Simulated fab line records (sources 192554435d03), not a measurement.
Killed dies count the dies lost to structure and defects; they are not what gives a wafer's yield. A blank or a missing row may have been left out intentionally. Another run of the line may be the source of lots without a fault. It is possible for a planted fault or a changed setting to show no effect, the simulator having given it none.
Which tool was responsible?	flow n5 finfet	Sampling: 24 lots, 72 wafers, 6 of 1938 route steps

WHAT THE GAUGES READ, wafer by wafer
N5_BEOL_M11_CD_MEAS_18: pitch 140 nm, target cd 70 nm. Usual: cd nm reads 69.9 nm (standard deviation 0.72).
lot	measured	on	cd nm (nm)	flag
L074	day 11 02:32	cd sem-03	70.6 70.9 70.7	
L076	day 11 14:12	cd sem-01	69.8 69.6 69.9	
L075	day 11 14:22	cd sem-01	69.8 68.9 68.6	
L077	day 11 14:37	cd sem-01	70.4 70.3 70.4	
L080	day 11 17:34	cd sem-03	69.3 71.2 70.1	
L078	day 11 19:32	cd sem-03	70.3 71.3 71.0	
L079	day 11 19:53	cd sem-03	70.6 70.5 70.3	
L081	day 12 20:52	cd sem-01	69.2 69.9 70.1	
L084	day 13 02:05	cd sem-03	69.6 69.9 69.0	
L082	day 13 03:07	cd sem-01	69.6 69.6 68.9	
L083	day 13 04:16	cd sem-01	70.4 71.2 69.8	
L086	day 14 09:29	cd sem-03	68.8 68.3 69.7	
L087	day 14 13:43	cd sem-01	70.1 70.2 69.6	
L088	day 14 14:09	cd sem-01	69.4 68.9 69.7	
L085	day 14 17:03	cd sem-02	69.9 70.4 70.3	
L090	day 14 17:29	cd sem-02	70.0 71.4 71.0	
L092	day 15 02:20	cd sem-03	69.6 69.7 70.3	
L089	day 15 03:19	cd sem-01	70.5 70.7 68.9	
L091	day 15 13:10	cd sem-02	69.7 68.7 68.8	
L095	day 16 01:41	cd sem-02	68.9 69.5 68.9	
L094	day 16 01:59	cd sem-01	69.0 70.2 68.5	
L093	day 16 03:12	cd sem-03	70.2 69.9 69.8	
L096	day 16 17:23	cd sem-01	70.0 70.0 69.3	
L097	day 17 11:40	cd sem-03	70.0 71.4 71.1	

N5_BEOL_M11_OCD_MEAS_38. Usual: trench depth nm reads 147.8 nm (standard deviation 2.8).
lot	measured	on	trench depth nm (nm)	flag
L074	day 11 03:32	ocd-01	145.0 148.5 144.9	
L076	day 11 15:11	ocd-02	144.8 144.5 148.3	
L075	day 11 15:38	ocd-02	145.0 149.1 148.0	
L077	day 11 15:40	ocd-01	151.2 144.7 151.6	
L080	day 11 18:41	ocd-01	146.1 144.8 151.4	
L078	day 11 21:52	ocd-01	146.5 146.0 152.6	
L079	day 11 22:02	ocd-01	147.0 142.4 141.9	
L081	day 12 22:38	ocd-02	148.6 147.0 146.6	
L084	day 13 03:05	ocd-01	148.1 148.6 147.9	
L082	day 13 04:13	ocd-01	147.2 149.2 148.3	
L083	day 13 07:43	ocd-01	143.7 150.7 148.4	
L086	day 14 10:54	ocd-01	151.0 145.8 150.9	
L087	day 14 15:43	ocd-02	143.2 144.2 148.2	
L088	day 14 15:55	ocd-01	149.8 148.0 150.3	
L085	day 14 18:11	ocd-01	152.6 150.8 147.7	
L090	day 14 18:44	ocd-01	151.5 152.4 148.4	
L092	day 15 05:05	ocd-02	149.5 149.7 148.4	
L089	day 15 05:19	ocd-02	145.4 144.3 144.2	
L091	day 15 15:47	ocd-02	149.9 144.3 146.9	
L095	day 16 03:21	ocd-02	149.1 152.2 147.2	
L094	day 16 03:10	ocd-01	146.1 143.6 144.5	
L093	day 16 06:22	ocd-01	150.2 154.5 148.0	
L096	day 16 19:08	ocd-01	144.2 145.0 146.7	
L097	day 17 13:49	ocd-01	147.7 144.7 146.6	

WHICH TOOL RAN EACH LOT (tool, then ch and the chambers of the sampled wafers, then the start)
lot	N5_BEOL_M10_SPUTTER_48	N5_BEOL_M11_HM_DEP_02	N5_BEOL_M11_DESCUM_16	N5_BEOL_M11_ETCH_65
L074	pvd sputter-01, day 10 20:32	pvd sputter-02, day 11 01:32	rie diel-03 ch 1,2,3, day 11 01:59	rie diel-03 ch 2,3, day 11 03:04
L076	pvd sputter-03, day 11 09:56	pvd sputter-02, day 11 13:05	rie diel-04 ch 0,1,2, day 11 13:44	rie diel-04 ch 0,1, day 11 14:43
L075	pvd sputter-02, day 11 10:40	pvd sputter-02, day 11 13:17	rie diel-02 ch 1,2, day 11 13:53	rie diel-04 ch 1,2, day 11 15:11
L077	pvd sputter-02, day 11 10:45	pvd sputter-02, day 11 13:23	rie diel-03 ch 1,2,3, day 11 14:10	rie diel-02 ch 1,3, day 11 15:11
L080	pvd sputter-01, day 11 14:37	pvd sputter-03, day 11 16:29	rie diel-02 ch 1,3, day 11 17:07	rie diel-03 ch 0,1,2, day 11 18:13
L078	pvd sputter-01, day 11 14:58	pvd sputter-01, day 11 18:37	rie diel-03 ch 0,1,2, day 11 19:04	rie diel-03 ch 0,1,2, day 11 21:25
L079	pvd sputter-01, day 11 15:38	pvd sputter-01, day 11 18:56	rie diel-04 ch 1,2,3, day 11 19:26	rie diel-04 ch 0,1,2, day 11 21:35
L081	pvd sputter-03, day 12 15:04	pvd sputter-02, day 12 19:50	rie diel-04 ch 0,2, day 12 20:25	rie diel-03 ch 2,3, day 12 22:11
L084	pvd sputter-02, day 12 21:56	pvd sputter-03, day 13 01:10	rie diel-04 ch 0,2, day 13 01:38	rie diel-04 ch 1,3, day 13 02:38
L082	pvd sputter-02, day 12 22:27	pvd sputter-02, day 13 02:11	rie diel-03 ch 1,2, day 13 02:39	rie diel-03 ch 0,3, day 13 03:46
L083	pvd sputter-03, day 12 22:35	pvd sputter-02, day 13 03:04	rie diel-04 ch 0,1,2, day 13 03:39	rie diel-02 ch 0,1,3, day 13 07:15
L086	pvd sputter-01, day 14 02:52	pvd sputter-02, day 14 08:18	rie diel-04 ch 1,2, day 14 08:58	rie diel-03 ch 1,2, day 14 10:26
L087	pvd sputter-02, day 14 05:43	pvd sputter-03, day 14 12:40	rie diel-02 ch 1,2,3, day 14 13:15	rie diel-04 ch 0,2,3, day 14 15:15
L088	pvd sputter-02, day 14 08:24	pvd sputter-03, day 14 13:07	rie diel-03 ch 2,3, day 14 13:41	rie diel-03 ch 2,3, day 14 15:28
L085	pvd sputter-02, day 14 09:07	pvd sputter-01, day 14 15:54	rie diel-04 ch 0,1, day 14 16:29	rie diel-03 ch 1,2,3, day 14 17:44
L090	pvd sputter-03, day 14 12:31	pvd sputter-03, day 14 16:26	rie diel-02 ch 0,1,2, day 14 17:02	rie diel-02 ch 0,2,3, day 14 18:16
L092	pvd sputter-02, day 14 21:13	pvd sputter-02, day 15 01:12	rie diel-03 ch 1,2,3, day 15 01:53	rie diel-03 ch 0,1,3, day 15 04:38
L089	pvd sputter-02, day 14 21:58	pvd sputter-01, day 15 02:17	rie diel-03 ch 1,2,3, day 15 02:52	rie diel-04 ch 0,2, day 15 04:52
L091	pvd sputter-01, day 15 06:06	pvd sputter-02, day 15 12:08	rie diel-03 ch 0,1,3, day 15 12:43	rie diel-04 ch 0,1,2, day 15 15:20
L095	pvd sputter-02, day 15 20:37	pvd sputter-01, day 16 00:44	rie diel-02 ch 0,1, day 16 01:14	rie diel-03 ch 0,2,3, day 16 02:53
L094	pvd sputter-02, day 15 20:41	pvd sputter-03, day 16 00:56	rie diel-02 ch 0,1, day 16 01:31	rie diel-04 ch 0,2, day 16 02:42
L093	pvd sputter-01, day 15 23:04	pvd sputter-01, day 16 01:49	rie diel-03 ch 0,1,3, day 16 02:37	rie diel-03 ch 1,2,3, day 16 05:55
L096	pvd sputter-02, day 16 13:27	pvd sputter-03, day 16 16:20	rie diel-03 ch 1,3, day 16 16:55	rie diel-04 ch 0,1,2, day 16 18:41
L097	pvd sputter-02, day 17 08:45	pvd sputter-03, day 17 10:38	rie diel-04 ch 1,2, day 17 11:13	rie diel-04 ch 0,1,3, day 17 13:21
- N5_BEOL_M10_SPUTTER_48: material Cu, target thk 12 nm, time 2 s.
- N5_BEOL_M11_HM_DEP_02: deposits TiN, target thk 20 nm.
- N5_BEOL_M11_DESCUM_16: chemistry O2, time 7.9 s.
- N5_BEOL_M11_ETCH_65: etches SiARC in CF4, target depth 39 nm, time 65 s.

AS READ BY THE TOOLS THEMSELVES (means over the sampled wafers that have a number; for cases with no such wafer, the mark the record gives instead)
N5_BEOL_M10_SPUTTER_48. Usual: chamber pressure pa 0.12996 Pa, standard deviation 0.00027; throttle valve pct 29.7 %, standard deviation 0.83.
lot	tool	chamber pressure pa (Pa)	throttle valve pct (%)	flag
L074	pvd sputter-01	0.13001	29.8	
L076	pvd sputter-03	0.13002	30.7	
L075	pvd sputter-02	0.12972	29.2	
L077	pvd sputter-02	0.12980	30.4	
L080	pvd sputter-01	0.12988	29.4	
L078	pvd sputter-01	0.12991	28.8	
L079	pvd sputter-01	0.13006	29.4	
L081	pvd sputter-03	0.12985	30.8	
L084	pvd sputter-02	0.13002	29.5	
L082	pvd sputter-02	0.12986	29.1	
L083	pvd sputter-03	0.12989	30.7	
L086	pvd sputter-01	0.13008	29.4	
L087	pvd sputter-02	0.12986	29.7	
L088	pvd sputter-02	0.13015	29.8	
L085	pvd sputter-02	0.13021	29.0	
L090	pvd sputter-03	0.12979	30.7	
L092	pvd sputter-02	0.12985	30.1	
L089	pvd sputter-02	0.12983	29.6	
L091	pvd sputter-01	0.12992	29.3	
L095	pvd sputter-02	0.12989	29.1	
L094	pvd sputter-02	0.13004	29.7	
L093	pvd sputter-01	0.12994	29.3	
L096	pvd sputter-02	0.13008	29.8	
L097	pvd sputter-02	0.13009	30.0	

N5_BEOL_M11_HM_DEP_02. Usual: chamber pressure pa 0.5000 Pa, standard deviation 0.0011; throttle valve pct 30.0 %, standard deviation 0.81.
lot	tool	chamber pressure pa (Pa)	throttle valve pct (%)	flag
L074	pvd sputter-02	0.4997	29.8	
L076	pvd sputter-02	0.5003	29.7	
L075	pvd sputter-02	0.4994	29.9	
L077	pvd sputter-02	0.5005	29.8	
L080	pvd sputter-03	0.5011	30.9	
L078	pvd sputter-01	0.5006	29.9	
L079	pvd sputter-01	0.4994	28.6	
L081	pvd sputter-02	0.5004	29.3	
L084	pvd sputter-03	0.5004	30.7	
L082	pvd sputter-02	0.4997	29.5	
L083	pvd sputter-02	0.5007	29.7	
L086	pvd sputter-02	0.5004	29.2	
L087	pvd sputter-03	0.4987	30.6	
L088	pvd sputter-03	0.4999	30.7	
L085	pvd sputter-01	0.4996	29.5	
L090	pvd sputter-03	0.4999	30.6	
L092	pvd sputter-02	0.5001	30.5	
L089	pvd sputter-01	0.4994	29.8	
L091	pvd sputter-02	0.5006	29.8	
L095	pvd sputter-01	0.5001	29.4	
L094	pvd sputter-03	0.5008	30.6	
L093	pvd sputter-01	0.5002	29.8	
L096	pvd sputter-03	0.5002	30.8	
L097	pvd sputter-03	0.4998	30.5	

N5_BEOL_M11_DESCUM_16. Usual: bias power w 19.99 W, standard deviation 0.059; drypump motor current A 5.8 A, standard deviation 0.53; oes product au 0.79 a.u., standard deviation 0.099; rf vpp V 242.9 V, standard deviation 1.3; showerhead plenum p Torr 2.08 Torr, standard deviation 0.065; throttle valve pct 20.3 %, standard deviation 0.31.
lot	tool	bias power w (W)	drypump motor current A (A)	oes product au (a.u.)	rf vpp V (V)	showerhead plenum p Torr (Torr)	throttle valve pct (%)	flag
L074	rie diel-03	19.93	5.9	0.72	243.3	2.11	20.4	
L076	rie diel-04	19.97	5.5	0.75	242.0	2.01	20.2	
L075	rie diel-02	19.93	5.3	0.83	244.8	2.15	20.4	
L077	rie diel-03	19.97	5.9	0.72	243.8	2.11	20.4	
L080	rie diel-02	20.07	6.6	0.73	243.5	2.12	20.5	
L078	rie diel-03	19.99	5.7	0.78	242.4	2.10	20.5	
L079	rie diel-04	20.02	5.6	0.75	242.6	2.05	20.2	
L081	rie diel-04	19.98	5.7	0.72	241.5	1.98	20.3	
L084	rie diel-04	19.96	5.7	0.72	241.4	1.98	20.3	
L082	rie diel-03	19.96	5.8	0.79	243.4	2.11	20.5	
L083	rie diel-04	20.12	5.5	0.74	240.7	2.01	20.2	
L086	rie diel-04	20.04	5.2	0.74	243.0	2.06	20.2	
L087	rie diel-02	19.96	5.9	0.77	243.5	2.10	20.4	
L088	rie diel-03	19.95	5.7	0.73	243.2	2.09	20.4	
L085	rie diel-04	20.03	5.5	0.76	241.4	1.98	20.2	
L090	rie diel-02	20.00	5.6	0.82	244.1	2.15	20.6	
L092	rie diel-03	19.98	5.9	0.78	243.4	2.10	20.3	
L089	rie diel-03	20.01	5.9	0.78	243.4	2.10	20.3	
L091	rie diel-03	20.01	5.7	0.84	243.3	2.09	20.2	
L095	rie diel-02	19.96	6.3	0.96	243.7	2.15	20.5	
L094	rie diel-02	20.00	6.3	0.94	243.9	2.15	20.5	
L093	rie diel-03	20.04	5.7	0.83	243.7	2.09	20.2	
L096	rie diel-03	20.01	6.0	0.78	243.6	2.10	20.1	
L097	rie diel-04	19.96	5.2	0.72	242.2	2.06	20.2	

N5_BEOL_M11_ETCH_65. Usual: drypump motor current A 5.7 A, standard deviation 0.48; etch rf on time s 65.3 s, standard deviation 1.1; oes product au 0.67 a.u., standard deviation 0.086; rf vpp V 183.7 V, standard deviation 1.1; showerhead plenum p Torr 2.11 Torr, standard deviation 0.064; throttle valve pct 15.48 %, standard deviation 0.26.
lot	tool	drypump motor current A (A)	etch rf on time s (s)	oes product au (a.u.)	rf vpp V (V)	showerhead plenum p Torr (Torr)	throttle valve pct (%)	flag
L074	rie diel-03	5.7	65.1	0.63	183.9	2.13	15.73	
L076	rie diel-04	5.7	66.1	0.64	182.1	2.00	15.50	
L075	rie diel-04	5.3	65.9	0.66	183.8	2.08	15.26	
L077	rie diel-02	6.6	65.0	0.67	184.3	2.12	15.44	
L080	rie diel-03	5.7	65.0	0.68	183.8	2.14	15.64	
L078	rie diel-03	5.7	65.4	0.68	184.3	2.14	15.64	
L079	rie diel-04	5.5	65.3	0.65	183.8	2.05	15.40	
L081	rie diel-03	5.7	65.4	0.62	183.4	2.12	15.74	
L084	rie diel-04	5.9	65.8	0.63	183.4	2.10	15.55	
L082	rie diel-03	5.6	64.5	0.70	183.7	2.14	15.46	
L083	rie diel-02	6.3	65.1	0.70	184.7	2.16	15.66	
L086	rie diel-03	6.1	64.9	0.72	184.5	2.16	15.32	
L087	rie diel-04	5.8	66.6	0.60	183.4	2.07	15.57	
L088	rie diel-03	5.7	64.6	0.62	184.3	2.13	15.61	
L085	rie diel-03	5.9	65.1	0.67	183.7	2.15	15.47	
L090	rie diel-02	5.7	64.3	0.74	183.7	2.16	15.55	
L092	rie diel-03	5.7	64.3	0.74	183.9	2.15	15.34	
L089	rie diel-04	5.4	66.3	0.60	182.9	2.07	15.44	
L091	rie diel-04	5.5	65.9	0.63	183.5	2.05	15.44	
L095	rie diel-03	5.5	64.4	0.75	183.2	2.12	15.50	
L094	rie diel-04	5.4	66.6	0.60	182.8	2.07	15.47	
L093	rie diel-03	5.9	64.4	0.74	184.4	2.14	15.32	
L096	rie diel-04	5.5	65.9	0.62	183.4	2.04	15.46	
L097	rie diel-04	5.8	65.8	0.67	182.3	2.04	15.43	

THE ANSWER, worked out from the rows above alone
Rule: a lot counts as off when the mean over its wafers that have a number is more than 3 standard deviations away from the usual mean. A lot without any number at a reading at which 4 lots or more have one is off too. The other lots that the step has rows for count as sound. First the gauges in route order, then the tools' own readings, where a lot's mean is used as printed above. The first step at which some lot is off is used, and at that step the reading that is off furthest; a lot without a number counts as furthest.
Nothing can be told from this: no lot is off at any reading shown.

WHAT THE SIMULATOR HAD PUT IN
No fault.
